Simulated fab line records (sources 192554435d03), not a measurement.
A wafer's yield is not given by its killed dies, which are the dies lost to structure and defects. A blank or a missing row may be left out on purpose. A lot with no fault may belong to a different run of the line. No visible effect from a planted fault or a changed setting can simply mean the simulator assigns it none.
Chamber matching    flow n5-finfet    4 sister chambers for N5_BEOL_M10_DESCUM_33 on rie-diel-02
The step chemistry O2, time 7.9 s. 33 wafers are shown with their chamber, then 12 later ones without.

WAFERS PAIRED WITH THEIR CHAMBERS
wafer   chamber  drypump-motor-current-A (A)  showerhead-plenum-p-Torr (Torr)  throttle-valve-pct (%)
L074.2  3        5.7                          2.07                             20.37
L074.3  0        6.3                          2.13                             20.86
L074.5  2        5.2                          2.21                             20.47
L077.1  0        6.4                          2.12                             20.87
L077.2  3        5.7                          2.07                             20.40
L077.5  3        5.7                          2.07                             20.38
L083.1  3        5.7                          2.07                             20.40
L083.2  2        5.3                          2.20                             20.49
L083.5  2        5.3                          2.20                             20.49
L081.1  0        6.3                          2.12                             20.88
L081.2  3        5.7                          2.06                             20.39
L081.4  1        5.4                          2.06                             20.54
L079.1  0        6.3                          2.12                             20.88
L079.2  2        5.2                          2.20                             20.49
L079.3  1        5.5                          2.06                             20.55
L082.1  3        5.7                          2.06                             20.41
L082.2  2        5.2                          2.20                             20.52
L082.5  1        5.5                          2.06                             20.53
L085.3  1        5.5                          2.05                             20.55
L085.5  0        6.3                          2.11                             20.89
L085.6  1        5.5                          2.05                             20.55
L088.1  0        6.3                          2.11                             20.89
L088.2  1        5.4                          2.05                             20.55
L088.4  2        5.2                          2.20                             20.51
L087.4  2        5.2                          2.20                             20.54
L087.5  0        6.4                          2.11                             20.90
L087.6  1        5.5                          2.05                             20.55
L089.1  0        6.3                          2.11                             20.91
L089.3  2        5.2                          2.19                             20.54
L089.5  0        6.3                          2.11                             20.91
L094.1  1        5.5                          2.05                             20.58
L094.2  3        5.7                          2.06                             20.41
L094.3  0        6.3                          2.11                             20.93

SIGNATURES (means of the wafers above)
reading                   chamber 0  chamber 1  chamber 2  chamber 3  scatter within a chamber
drypump-motor-current-A   6.320      5.475      5.225      5.700      0.0398
showerhead-plenum-p-Torr  2.1150     2.0537     2.2000     2.0657     0.0059
throttle-valve-pct        20.8920    20.5500    20.5062    20.3943    0.0198
Rule: a wafer's distance from a chamber is the root of the sum, over the readings, of the square of ((its reading less the chamber's mean) divided by the reading's scatter). The wafer belongs to the nearest chamber; if the next one is less than 2 further off, it can't be placed. How the scatter is found: for the shown wafers, subtract from each reading the mean of its chamber, square and add these, divide the total by (wafers less chambers), then take the root.

WAFERS WITHOUT THEIR CHAMBER
wafer   drypump-motor-current-A (A)  showerhead-plenum-p-Torr (Torr)  throttle-valve-pct (%)
L094.4  5.2                          2.19                             20.56
L094.5  5.2                          2.19                             20.53
L094.6  5.4                          2.05                             20.57
L092.3  5.2                          2.19                             20.56
L092.4  5.5                          2.05                             20.58
L092.5  5.5                          2.05                             20.60
L095.1  5.2                          2.19                             20.56
L095.5  5.7                          2.06                             20.41
L095.6  5.2                          2.19                             20.55
L096.3  5.5                          2.04                             20.58
L096.5  5.7                          2.06                             20.44
L096.6  5.2                          2.19                             20.56

THE CHAMBER EACH PASSED THROUGH
wafer   from the rows above  in truth
L094.4  2                    2
L094.5  2                    2
L094.6  1                    1
L092.3  2                    2
L092.4  1                    1
L092.5  1                    1
L095.1  2                    2
L095.5  3                    3
L095.6  2                    2
L096.3  1                    1
L096.5  3                    3
L096.6  2                    2
Placed correctly: 12 of 12. Not placeable from these rows: 0. Number placed wrongly: 0.
